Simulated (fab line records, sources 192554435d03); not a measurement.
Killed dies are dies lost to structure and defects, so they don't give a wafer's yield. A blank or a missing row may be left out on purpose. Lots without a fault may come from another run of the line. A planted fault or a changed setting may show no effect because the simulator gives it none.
A struck lot beside a sound one | flow n5_finfet | 14 steps out of a route of 1938
Sound: wafers L857.1, L857.5, L857.6. Struck: wafer L866.2. (L866.3 of the same lot was not struck and is left out.) The cause comes at the end.
At each step with rows: each side's tool, then ch and its chambers, then its first start. Under that, the readings that differ: sound wafers | struck wafers | difference of the means | sigmas: that difference in standard deviations of wafers without a fault.
alike: readings whose means differ by less than 2 such deviations, and words and numbers that are the same on both sides. not compared: withheld readings, readings that some wafer has no value for, bounds like >300 that may hide the same value, and numbers for which the record gives no deviation and whose values overlap.
The two part at a step that has a row with sigmas, a row that says differs or no value, or rows on one side only. Numbers that don't overlap but have no deviation are shown without sigmas and don't part them. A reading that every wafer of one side lacks parts them only if that side has two wafers or more.

first, 7 steps without rows for these wafers: N5_BEOL_M8_COAT_60 (time 60 s, resist thk 35 nm); N5_BEOL_M8_COAT_05 (resist thk 90 nm); N5_BEOL_M8_EBR_07; N5_BEOL_M8_SOFTBAKE_06 (time 60 s); N5_BEOL_M8_EXPOSE_08 (exposes mask M8); N5_BEOL_M8_PEB_09 (peb time 60 s); N5_BEOL_M8_DEVELOP_10 (develop time 30 s).
N5_BEOL_M8_CD_MEAS_11: target cd 38.5 nm.
  sound on cd_sem-01 ch 0, day 10 18:22; struck on cd_sem-01 ch 0, day 13 06:54
  alike: cd_nm
N5_BEOL_M8_OVL_MEAS_12:
  sound on overlay-01 ch 0, day 10 18:24; struck on overlay-02 ch 0, day 13 06:56
  alike: M8_OVL
N5_BEOL_M8_INSPECT_13: inspects for defects (brightfield).
  sound on defect_inspect-02, day 10 18:25; struck on defect_inspect-02, day 13 06:58
  alike: raw_defect_count
N5_BEOL_M8_DESCUM_16: chemistry O2, time 7.9 s.
  sound on rie_diel-06 ch 0,2,3, day 10 18:28; struck on rie_diel-06 ch 0, day 13 06:59
  alike: drypump_motor_current_A, oes_product_au, rf_vpp_V, showerhead_plenum_p_Torr, temp_c, throttle_valve_pct
  not compared: rf_hours_counter_h
N5_BEOL_M8_ETCH_61: etches SiARC in CF4, target depth 45.5 nm, time 75.8 s.
  sound on rie_diel-06 ch 0,2,3, day 10 18:30; struck on rie_diel-06 ch 0, day 13 07:02
  alike: drypump_motor_current_A, etch_rf_on_time_s, mfc_ar_sccm, oes_product_au, rf_vpp_V, showerhead_plenum_p_Torr, throttle_valve_pct
  not compared: rf_hours_counter_h
N5_BEOL_M8_ETCH_62: etches SOC in N2/H2, target depth 110 nm, overetch 22 nm, time 165 s.
  sound on rie_diel-06 ch 0,2,3, day 10 18:34; struck on rie_diel-06 ch 0, day 13 07:05
  reading                                    | sound        | struck | difference | sigmas
  model.SiARC_of_BEOL_M8_COAT_60.thk_nm (nm) | 28.4 28.6 28 | 28.8   | +0.5       |
  alike: drypump_motor_current_A, oes_product_au, rf_vpp_V, showerhead_plenum_p_Torr, temp_c, throttle_valve_pct
  not compared: rf_hours_counter_h
then, 1 step without rows for these wafers: N5_BEOL_M8_STRIP_68 (strips in N2/H2).

WHERE THEY PART
Nowhere in this record.

WHY: what the simulator had put in
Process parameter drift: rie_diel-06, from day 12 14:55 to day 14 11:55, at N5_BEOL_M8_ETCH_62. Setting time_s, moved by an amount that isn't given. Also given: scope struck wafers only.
